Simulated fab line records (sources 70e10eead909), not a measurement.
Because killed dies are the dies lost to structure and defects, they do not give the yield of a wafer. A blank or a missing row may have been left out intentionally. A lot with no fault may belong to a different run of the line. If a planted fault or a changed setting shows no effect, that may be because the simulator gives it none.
fab line records + flow nandHarc
[record]
- lots = 6
- wafers = 14
- lastDay = 33
route steps=1302 shown P_CONTACT@234 END@1302
lots that met no fault: taken from a fault-free run of the same line
startH: the number of hours between the record's first day and the start of the first shown wafer of the lot + waitH: hours from the lot's prior step to this one + " unchanged from the row above + L1.1+2: a single row standing in for several wafers + - either no value or no given start + * or withheld: withheld + < > ~ a bound
route shown NAME@n: a module of which the file shows steps, and the number in the route of the first + usual: average and standard deviation across the fault-free wafers + same: alike in all rows + chamber/n: place in a boat + sites: each site's reading + _std_site: the values' standard deviation + _edge_site: mean of outer sites minus mean of inner sites + radiusMm: how far each site lies from the wafer's centre + mask NAME#n: copy n + behind: tool/chamber where the wafer was last shaped + hold: the reason the lot was held/the length of the hold in hours/how it ended + device: names the non-switching transistor (n, p or np) + end of line: the route-end tests of the same wafers + where a step has no rows: the recipe by itself + killed: dies that structure and defects cost at the first sort, which is not the same as the wafer's yield + map: dies across one wafer; x = killed, . = not, _ = none there
set.NAME: the setting that was run; set.NAME@STEP: the one run at that earlier step + model.NAME: the simulator's own value behind a step, which no gauge read
lots seen at some steps along the route; tables by step, rows by wafer
services: from which hour (startH, from the record's first day; less than 0 if before it) a tool's chamber was out of use, for how many hours, and why
[[steps]]
[step NHARC_P_CONTACT_INSPECT_14]
[usual]
- rawDefectCount = 3.6/2.2
| lot.wafer | tool             | chamber | startH | waitH | rawDefectCount |
|-----------|------------------|---------|--------|-------|----------------|
| L702.1    | defectInspect-02 | -       | 162.91 | 0.0   | 1              |
| L702.4    | "                | -       | "      | "     | 1              |
| L702.6    | "                | -       | "      | "     | 0              |
| L706.1    | defectInspect-01 | -       | 211.88 | 0.0   | 8              |
| L706.3    | "                | -       | "      | "     | 7              |
| L706.4    | "                | -       | "      | "     | 6              |
| L712.4    | defectInspect-01 | -       | 262.94 | 0.0   | 3              |
| L711.1    | defectInspect-02 | -       | 264.02 | 0.0   | 0              |
| L711.3    | "                | -       | "      | "     | 2              |
| L711.6    | "                | -       | "      | "     | 0              |
| L713.2    | defectInspect-02 | -       | 280.17 | 0.0   | 2              |
| L720.3    | defectInspect-01 | -       | 353.58 | 0.0   | 2              |
| L720.4    | "                | -       | "      | "     | 3              |
| L720.6    | "                | -       | "      | "     | 1              |
[step NHARC_P_CONTACT_DESCUM_17]
[recipe]
- timeS = 3
- o2FlowSccm = 200
- arFlowSccm = 0
- biasPowerW = 0
- chemistry = O2
[usual]
- drypumpMotorCurrentA = 5.7/0.36
- oesProductAu = 0.999/0.0071
- rfVppV = 57.6/0.87
- showerheadPlenumPTorr = 1.88/0.064
- throttleValvePct = 11.312/0.0094
[same]
- timeS = 3
| lot.wafer | tool       | chamber | startH | waitH | drypumpMotorCurrentA | oesProductAu | rfHoursCounterH | rfVppV | showerheadPlenumPTorr | throttleValvePct |
|-----------|------------|---------|--------|-------|----------------------|--------------|-----------------|--------|-----------------------|------------------|
| L702.4    | rieDiel-11 | 2       | 162.98 | 0.1   | 5.4                  | 0.986        | 2.6             | 56.4   | 1.81                  | 11.308           |
| L702.1    | "          | 0       | "      | "     | 5.9                  | 1.000        | 2.6             | 57.4   | 1.81                  | 11.297           |
| L702.6    | "          | 2       | "      | "     | 5.4                  | 0.997        | -               | 56.3   | 1.81                  | 11.309           |
| L706.4    | rieDiel-08 | 2       | 211.94 | 0.1   | 5.2                  | 0.999        | 0.6             | 58.2   | 1.91                  | 11.307           |
| L706.1    | "          | 0       | "      | "     | 6.0                  | 1.003        | 0.5             | 57.9   | 1.90                  | 11.306           |
| L706.3    | "          | 1       | "      | "     | 5.1                  | 0.993        | 0.4             | 57.1   | 1.87                  | 11.310           |
| L712.4    | rieDiel-07 | 1       | 263.01 | 0.1   | 5.7                  | 0.999        | 2.6             | 59.8   | 1.91                  | 11.295           |
| L711.1    | rieDiel-07 | 0       | 264.08 | 0.1   | 5.9                  | 0.991        | 2.9             | 58.1   | 2.01                  | 11.315           |
| L711.3    | "          | 3       | "      | "     | 6.5                  | 0.993        | 2.6             | 57.4   | 1.81                  | 11.332           |
| L711.6    | "          | 1       | "      | "     | 5.7                  | 0.998        | -               | 58.3   | 1.91                  | 11.314           |
| L713.2    | rieDiel-11 | 2       | 280.25 | 0.1   | 5.4                  | 1.002        | 0.2             | 56.3   | 1.80                  | 11.318           |
| L720.4    | rieDiel-08 | 2       | 353.64 | 0.1   | 5.2                  | 0.997        | 7.2             | 58.0   | 1.91                  | 11.315           |
| L720.3    | "          | 0       | "      | "     | 6.0                  | 1.009        | 7.9             | 58.3   | 1.90                  | 11.315           |
| L720.6    | "          | 3       | "      | "     | 5.7                  | 1.005        | -               | 57.8   | 1.98                  | 11.326           |
[step NHARC_P_CONTACT_ETCH_35]
[recipe]
- targetDepthA = 390
- overEtchFrac = 0.3
- timeS = 65
- ionEnergyEv = 80
- cf4FlowSccm = 150
- arFlowSccm = 0
- rfW = 300
- biasW = 100
- chemistry = CF4
[usual]
- drypumpMotorCurrentA = 5.7/0.35
- oesProductAu = 1.000/0.0077
- rfVppV = 151.0/1
- showerheadPlenumPTorr = 1.74/0.056
- throttleValvePct = 13.284/0.0089
[same]
- timeS = 65
| lot.wafer | tool       | chamber | startH | waitH | drypumpMotorCurrentA | oesProductAu | rfHoursCounterH | rfVppV | showerheadPlenumPTorr | throttleValvePct |
|-----------|------------|---------|--------|-------|----------------------|--------------|-----------------|--------|-----------------------|------------------|
| L702.1    | rieDiel-11 | 3       | 163.06 | 0.1   | 5.4                  | 0.996        | 2.9             | 150.9  | 1.75                  | 13.279           |
| L702.4    | "          | 1       | "      | "     | 6.1                  | 0.998        | 2.3             | 150.9  | 1.70                  | 13.284           |
| L702.6    | "          | 2       | "      | "     | 5.4                  | 0.988        | -               | 151.2  | 1.68                  | 13.300           |
| L706.4    | rieDiel-08 | 0       | 212.03 | 0.1   | 6.0                  | 1.010        | 0.5             | 151.6  | 1.76                  | 13.283           |
| L706.1    | "          | 1       | "      | "     | 5.1                  | 0.998        | 0.4             | 152.5  | 1.73                  | 13.297           |
| L706.3    | "          | 2       | "      | "     | 5.2                  | 0.989        | 0.6             | 151.3  | 1.77                  | 13.291           |
| L712.4    | rieDiel-07 | 3       | 263.10 | 0.1   | 6.5                  | 1.004        | 2.4             | 150.1  | 1.68                  | 13.287           |
| L711.1    | rieDiel-07 | 0       | 264.16 | 0.1   | 5.9                  | 0.998        | 2.9             | 152.9  | 1.85                  | 13.286           |
| L711.3    | "          | 1       | "      | "     | 5.7                  | 1.001        | 3.1             | 150.1  | 1.76                  | 13.275           |
| L711.6    | "          | 0       | "      | "     | 5.9                  | 0.994        | -               | 151.3  | 1.85                  | 13.296           |
| L713.2    | rieDiel-11 | 1       | 280.31 | 0.1   | 6.1                  | 0.999        | 0.2             | 151.0  | 1.70                  | 13.280           |
| L720.3    | rieDiel-08 | 3       | 353.72 | 0.1   | 5.6                  | 0.999        | 8.6             | 151.9  | 1.82                  | 13.284           |
| L720.4    | "          | 2       | "      | "     | 5.3                  | 0.981        | 7.2             | 151.3  | 1.76                  | 13.277           |
| L720.6    | "          | 0       | "      | "     | 6.0                  | 1.003        | -               | 149.5  | 1.76                  | 13.284           |
[step NHARC_P_CONTACT_ETCH_36]
[recipe]
- targetDepthA = 2600
- overEtchFrac = 0.25
- timeS = 406.25
- ionEnergyEv = 200
- n2FlowSccm = 150
- h2FlowSccm = 150
- arFlowSccm = 0
- rfW = 400
- biasW = 150
- chemistry = N2/H2
[step NHARC_P_CONTACT_ETCH_18]
[recipe]
- targetDepthA = 4810
- timeS = 240.5
- c4f8FlowSccm = 20
- o2FlowSccm = 10
- arFlowSccm = withheld
- rfW = 600
- biasW = 1500
- chemistry = C4F8/O2/Ar
[step NHARC_P_CONTACT_STRIP_37]
[recipe]
- c4f8FlowSccm = withheld
- o2FlowSccm = 8
- arFlowSccm = withheld
- biasW = 0
- chemistry = C4F8/O2/Ar
[step NHARC_P_CONTACT_ETCH_31]
[recipe]
- targetDepthA = 300
- timeS = 85.7
- ionEnergyEv = 120
- overEtchFrac = 1
- ch3fFlowSccm = 50
- o2FlowSccm = 30
- arFlowSccm = 200
- rfW = 500
- biasW = 100
- chemistry = CH3F/O2
[step NHARC_P_CONTACT_CD_MEAS_19]
[usual]
- cdNm = 89.4/1.1
| lot.wafer | tool     | chamber | startH | waitH | cdNm |
|-----------|----------|---------|--------|-------|------|
| L702.1    | cdSem-03 | -       | 163.84 | -     | 89.4 |
| L702.4    | "        | -       | "      | "     | 88.9 |
| L702.6    | "        | -       | "      | "     | 89.2 |
| L706.1    | cdSem-01 | -       | 212.81 | -     | 90.7 |
| L706.3    | "        | -       | "      | "     | 91.5 |
| L706.4    | "        | -       | "      | "     | 91.0 |
| L712.4    | cdSem-03 | -       | 263.88 | -     | 90.1 |
| L711.1    | cdSem-03 | -       | 264.94 | -     | 90.1 |
| L711.3    | "        | -       | "      | "     | 90.4 |
| L711.6    | "        | -       | "      | "     | 89.6 |
| L713.2    | cdSem-03 | -       | 281.10 | -     | 90.5 |
| L720.3    | cdSem-01 | -       | 354.52 | -     | 89.4 |
| L720.4    | "        | -       | "      | "     | 90.7 |
| L720.6    | "        | -       | "      | "     | 90.7 |
[step NHARC_P_CONTACT_STRIP_28]
[recipe]
- o2FlowSccm = 500
- arFlowSccm = 0
- biasW = 0
- chemistry = O2
[usual]
- drypumpMotorCurrentA = 5.7/0.34
- oesProductAu = 1.000/0.0081
- rfVppV = 57.6/0.93
- showerheadPlenumPTorr = 3.46/0.11
- throttleValvePct = 17.037/0.0088
| lot.wafer | tool       | chamber | startH | waitH | drypumpMotorCurrentA | oesProductAu | rfHoursCounterH | rfVppV | showerheadPlenumPTorr | throttleValvePct |
|-----------|------------|---------|--------|-------|----------------------|--------------|-----------------|--------|-----------------------|------------------|
| L702.1    | rieDiel-07 | 1       | 163.94 | 0.1   | 5.7                  | 1.010        | 1.0             | 58.8   | 3.52                  | 17.028           |
| L702.4    | "          | 3       | "      | "     | 6.5                  | 1.008        | 0.8             | 57.9   | 3.35                  | 17.031           |
| L702.6    | "          | 1       | "      | "     | 5.7                  | 1.022        | -               | 56.6   | 3.52                  | 17.046           |
| L706.4    | rieDiel-07 | 2       | 212.89 | 0.1   | 5.8                  | 0.989        | 1.5             | 57.8   | 3.60                  | 17.050           |
| L706.3    | "          | 3       | "      | "     | 6.5                  | 1.005        | 1.4             | 57.3   | 3.35                  | 17.017           |
| L706.1    | "          | 1       | "      | "     | 5.7                  | 0.998        | 1.8             | 57.8   | 3.52                  | 17.029           |
| L712.4    | rieDiel-08 | 0       | 263.96 | 0.1   | 6.0                  | 1.008        | 4.3             | 58.9   | 3.50                  | 17.032           |
| L711.1    | rieDiel-11 | 3       | 265.03 | 0.1   | 5.4                  | 0.999        | 0.0             | 58.5   | 3.49                  | 17.028           |
| L711.3    | "          | 1       | "      | "     | 6.1                  | 0.991        | 0.0             | 56.3   | 3.38                  | 17.040           |
| L711.6    | "          | 2       | "      | "     | 5.4                  | 1.011        | -               | 57.2   | 3.34                  | 17.032           |
| L713.2    | rieDiel-07 | 2       | 281.20 | 0.1   | 5.7                  | 0.988        | 3.2             | 57.7   | 3.60                  | 17.043           |
| L720.4    | rieDiel-11 | 1       | 354.60 | 0.1   | 6.1                  | 0.992        | 2.3             | 58.1   | 3.38                  | 17.038           |
| L720.3    | "          | 2       | "      | "     | 5.4                  | 1.008        | 2.2             | 57.4   | 3.34                  | 17.047           |
| L720.6    | "          | 1       | "      | "     | 6.1                  | 0.997        | -               | 57.1   | 3.38                  | 17.034           |
[step NHARC_P_CONTACT_STRIP_29]
[recipe]
- timeS = 1200
- tempC = 72.5
- chemistry = postEtchResidueRemover
[step NHARC_P_CONTACT_DEGAS_38]
[recipe]
- tempC = 300
- timeS = 60
[step NHARC_P_CONTACT_PRE_CLEAN_39]
[recipe]
- timeS = 19.5
- biasV = 250
- gas = Ar
[step NHARC_P_CONTACT_PVD_32]
[recipe]
- targetThkA = 50
- chamberPressurePa = 5
- powerW = 5000
- substrateTempC = 200
- timeS = 17.7
- material = Ti
[usual]
- cathodeDcPowerW = 5000.0/0.9
- throttleValvePct = 29.7/1.1
[same]
- timeS = 17.7
| lot.wafer | tool          | chamber | startH | waitH | cathodeDcPowerW | throttleValvePct |
|-----------|---------------|---------|--------|-------|-----------------|------------------|
| L702.1    | pvdSputter-03 | -       | 164.69 | -     | 5000.9          | 28.6             |
| L702.4    | "             | -       | "      | "     | 4999.3          | 29.8             |
| L702.6    | "             | -       | "      | "     | 4998.4          | 28.6             |
| L706.3    | pvdSputter-01 | -       | 213.65 | -     | 5001.5          | 32.1             |
| L706.4    | "             | -       | "      | "     | 5001.1          | 30.1             |
| L706.1    | "             | -       | "      | "     | 5000.7          | 30.7             |
| L712.4    | pvdSputter-03 | -       | 264.72 | -     | 5000.4          | 29.9             |
| L711.3    | pvdSputter-01 | -       | 265.79 | -     | 4998.5          | 29.8             |
| L711.1    | "             | -       | "      | "     | 4999.1          | 30.4             |
| L711.6    | "             | -       | "      | "     | 5001.9          | 29.7             |
| L713.2    | pvdSputter-03 | -       | 281.97 | -     | 4999.2          | 29.7             |
| L720.3    | pvdSputter-01 | -       | 355.36 | -     | 5000.6          | 29.6             |
| L720.4    | "             | -       | "      | "     | 5000.2          | 30.5             |
| L720.6    | "             | -       | "      | "     | 4999.0          | 31.5             |
[step NHARC_P_CONTACT_ALD_22]
[recipe]
- targetThkA = 30
- pulseTimeS = 1
- aldCycles = 150
- tempC = 450
- material = TiN
[usual]
- heaterPowerW = 1015/100
- precursorPulseHeightRel = 0.999/0.019
| lot.wafer | tool        | chamber | startH | waitH | heaterPowerW | precursorPulseHeightRel |
|-----------|-------------|---------|--------|-------|--------------|-------------------------|
| L702.1    | aldMetal-01 | 1       | 164.85 | -     | 960          | 1.022                   |
| L702.4    | "           | 2       | "      | "     | 1081         | 0.985                   |
| L702.6    | "           | 3       | "      | "     | 967          | 1.005                   |
| L706.1    | aldMetal-01 | 0       | 213.78 | -     | 1190         | 0.993                   |
| L706.4    | "           | 1       | "      | "     | 977          | 0.984                   |
| L706.3    | "           | 2       | "      | "     | 1064         | 0.994                   |
| L712.4    | aldMetal-02 | 3       | 264.87 | -     | 1149         | 0.978                   |
| L711.3    | aldMetal-01 | 0       | 265.91 | -     | 1176         | 0.997                   |
| L711.1    | "           | 3       | "      | "     | 996          | 0.985                   |
| L711.6    | "           | 1       | "      | "     | 995          | 0.999                   |
| L713.2    | aldMetal-03 | 0       | 282.07 | -     | 942          | 1.010                   |
| L720.4    | aldMetal-03 | 3       | 355.46 | -     | 1097         | 0.977                   |
| L720.3    | "           | 0       | "      | "     | 953          | 0.992                   |
| L720.6    | "           | 3       | "      | "     | 1051         | 1.018                   |
[step NHARC_P_CONTACT_CVD_23]
[recipe]
- targetThkA = 2000
- tempC = 300
- pressureTorr = 40
- wf6FlowSccm = 40
- h2FlowSccm = 1600
- arFlowSccm = 1560
- timeS = 557
- material = W
[step NHARC_P_CONTACT_CMP_24]
[recipe]
- tOverpolishS = 30
- targetThkNm = 200
[usual]
- motorCurrentA = 12.0/1.5
- overpolishRunS = 30.001/0.0089
- slurryFilterDpKPa = 13.48/0.13
- timeToEndpointS = 39.6/2.4
| lot.wafer | tool   | chamber | startH | waitH | motorCurrentA | overpolishRunS | slurryFilterDpKPa | timeToEndpointS |
|-----------|--------|---------|--------|-------|---------------|----------------|-------------------|-----------------|
| L702.1    | cmp-02 | 1       | 165.68 | 0.5   | 11.9          | 29.993         | 13.42             | 36.4            |
| L702.4    | "      | 3       | "      | "     | 13.2          | 29.992         | 13.45             | 41.3            |
| L702.6    | "      | 0       | "      | "     | 13.2          | 29.996         | 13.67             | 37.3            |
| L706.1    | cmp-02 | 0       | 214.64 | 0.5   | 13.0          | 29.992         | 13.38             | 39.4            |
| L706.4    | "      | 1       | "      | "     | 13.0          | 30.011         | 13.52             | 40.3            |
| L706.3    | "      | 3       | "      | "     | 13.1          | 29.994         | 13.62             | 39.7            |
| L712.4    | cmp-01 | 3       | 265.74 | 0.4   | 10.0          | 30.007         | 13.49             | 41.6            |
| L711.1    | cmp-02 | 0       | 266.80 | 0.6   | 12.8          | 29.997         | 13.37             | 39.5            |
| L711.3    | "      | 2       | "      | "     | 10.1          | 30.014         | 13.53             | 37.8            |
| L711.6    | "      | 0       | "      | "     | 12.9          | 30.007         | 13.22             | 40.5            |
| L713.2    | cmp-04 | 2       | 282.90 | 0.5   | 14.3          | 30.012         | 13.51             | 38.4            |
| L720.4    | cmp-02 | 0       | 356.33 | 0.3   | 13.8          | 29.993         | 13.28             | 41.7            |
| L720.3    | "      | 1       | "      | "     | 12.2          | 29.991         | 13.46             | 40.3            |
| L720.6    | "      | 1       | "      | "     | 12.5          | 29.994         | 13.51             | 41.8            |
[step NHARC_P_CONTACT_SRD_26]
[step NHARC_END_SORT_01]
[recipe]
- tempC = 25
[usual]
- killedAtArray = 59/17
- killedAtOther = 0.7/0.9
- killedAtPeriphery = 3.6/2.3
- killedDies = 63/18
- killedOpen = 3.4/1.9
- killedShort = 2.6/1.7
[same]
- grossDies = 677
| lot.wafer | tool      | chamber | startH | waitH | killedAtArray | killedAtOther | killedAtPeriphery | killedDies | killedOpen | killedShort |
|-----------|-----------|---------|--------|-------|---------------|---------------|-------------------|------------|------------|-------------|
| L713.2    | prober-01 | 0       | 745.17 | 2.8   | 48            | 0             | 115               | 163        | 4          | 4           |
| L712.4    | prober-01 | 0       | 792.33 | 3.4   | 52            | 0             | 112               | 164        | 4          | 1           |
// killed by level:class
L713.2 P_CONTACT:unspecified=109 A_CHANNEL_HOLE_D2:chamberFilmFlake=23 A_CHANNEL_HOLE_D1:chamberFilmFlake=10 A_SGD_CUT:chamberFilmFlake=4 P_CONTACT:chamberFilmFlake=3 P_M1:geometricParticle:open=2 A_CONTACT:chamberFilmFlake=2 P_CONTACT:geometricParticle:open=1
L712.4 P_CONTACT:unspecified=111 A_CHANNEL_HOLE_D2:chamberFilmFlake=27 A_CONTACT:chamberFilmFlake=8 A_CHANNEL_HOLE_D1:chamberFilmFlake=7 A_CHANNEL_FILL_D1:geometricParticle:open=2 A_SLIT:chamberFilmFlake=2 A_WL_FILL:chamberFilmFlake=2 P_GATE:geometricParticle:open=1
// map L712.4 (x killed, . not)
____________.____________
_________......._________
_______..........._______
______..........x..______
_____..........xxx.x_____
____..............xx.____
____............x.x.x____
___...............x.xx___
___....x..........xx.x___
__.........x......x.xxx__
__................xxxxx__
_...........x.......xxx._
_.........x.......xxx.xx_
_.........x............x_
_....................x.._
_........x.xx.x........._
..........xxxx...........
....x...x.xxxxx..........
.........xxxxxxxxx.......
........xxxxxxxxx........
.........xxxxxxxx........
_.......xxxxxxxxx......._
_.......xxxxxxxxx.x....._
_.......xxxxxxxxxx......_
_.....x.xxxxxxxxx...x..._
_......xxxxxxxxxxx......_
__......xxxxxxxx.......__
__....x.xxxxxxxx.......__
___.x.x.x.xxx.x.....x.___
___..........x........___
____.....xx..........____
____...........x.....____
_____..............._____
______.xx..........______
_______..........._______
_________......x_________
____________.____________
// map L713.2 (x killed, . not)
____________.____________
_________......._________
_______..........._______
______..x..........______
_____..............._____
____.................____
____...............x.____
___...................___
___......xx...........___
__.....................__
__......x..............__
_..................xx..._
_..........x............_
_....................x.._
_......................._
_..........x............_
..........xxxxxx.........
........xxxxxxxx.........
.........xxxxxxxx.x.....x
..x......xxxxxxx.........
........xxxxxxxxxx..x....
_.......xxxxxxxxxx.....x_
_.....xxxxxxxxxxx......._
_......xxxxxxxxxx......._
_...xx.xxxxxxxxxxx......_
_.....xxxxxxxxxxx..x...._
__.x.xxxxxxxxxxxxx...x.__
__..xxxxxxxxxxxx.......__
___..xxxxxx..x.xx.....___
___.x.xxx.x.x.........___
____..xxxx..x........____
____..xx.............____
_____x..x..........._____
______x.x..........______
_______..........._______
_________......._________
____________.____________
[[services]]
| tool          | chamber | startH | hours | kind   |
|---------------|---------|--------|-------|--------|
| cmp-01        | -       | 150.84 | 0.7   | repair |
| pvdSputter-03 | -       | 160.50 | 3.6   | repair |
| rieDiel-07    | 2       | 169.16 | 4.4   | repair |
| aldMetal-01   | -       | 170.00 | 10.0  | pm     |
| pvdSputter-03 | -       | 170.00 | 10.0  | pm     |
| rieDiel-08    | 0       | 179.80 | 2.6   | repair |
| pvdSputter-03 | -       | 181.10 | 6.1   | repair |
| cmp-01        | -       | 183.14 | 2.4   | repair |
| rieDiel-08    | -       | 190.80 | 9.0   | pm     |
| aldMetal-03   | -       | 212.00 | 10.0  | pm     |
| aldMetal-01   | -       | 214.00 | 0.6   | repair |
| cmp-02        | -       | 232.50 | 4.0   | pm     |
| pvdSputter-01 | -       | 234.74 | 10.0  | pm     |
| aldMetal-03   | 3       | 238.61 | 15.4  | repair |
| pvdSputter-01 | -       | 247.48 | 7.4   | repair |
| rieDiel-11    | -       | 255.50 | 9.0   | pm     |
| rieDiel-07    | -       | 294.20 | 9.0   | pm     |
| cmp-02        | -       | 330.50 | 4.0   | pm     |
| rieDiel-08    | 2       | 335.88 | 5.3   | repair |
| cmp-02        | -       | 342.08 | 2.0   | repair |
| pvdSputter-03 | -       | 344.74 | 35.2  | repair |
| aldMetal-03   | -       | 345.06 | 0.8   | repair |
| aldMetal-01   | -       | 348.00 | 10.0  | pm     |
| rieDiel-08    | 0       | 356.13 | 5.0   | repair |
[[key]]
[firstSign]
- step = NHARC_END_SORT_01
- reading = killedAtPeriphery
- direction = up
- sigmas = 48
- usual = 3.6
- struck = 113.5
[effect]
- step = NHARC_END_SORT_01
- reading = killedDies
- direction = up
- sigmas = 5.7
- usual = 63
- struck = 164
[moreKillsBornAt]
- NHARC_P_CONTACT_PVD_32@pvdSputter-03 = 220
metAt NHARC_P_CONTACT_PVD_32
struckWafers L712.4,L713.2
testerLeftOut L712,L713
onsetBetween 164.69 264.72
[fault]
- kind = chamberParticleSource
- tool = pvdSputter-03
- chamber = -
- onsetH = 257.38
- steps = NHARC_P_CONTACT_PVD_32
- ratePerVisitCm2 = 2.0719
- endH = 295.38
- scope = struckWafersOnly
// testerLeftOut: of these lots the tester's yield and bins aren't shown, on N5 and GAA mostly nor the transistor test; their killed dies are dies lost to structure and defects alone, not to doping, threshold or leakage, so they don't give the yield
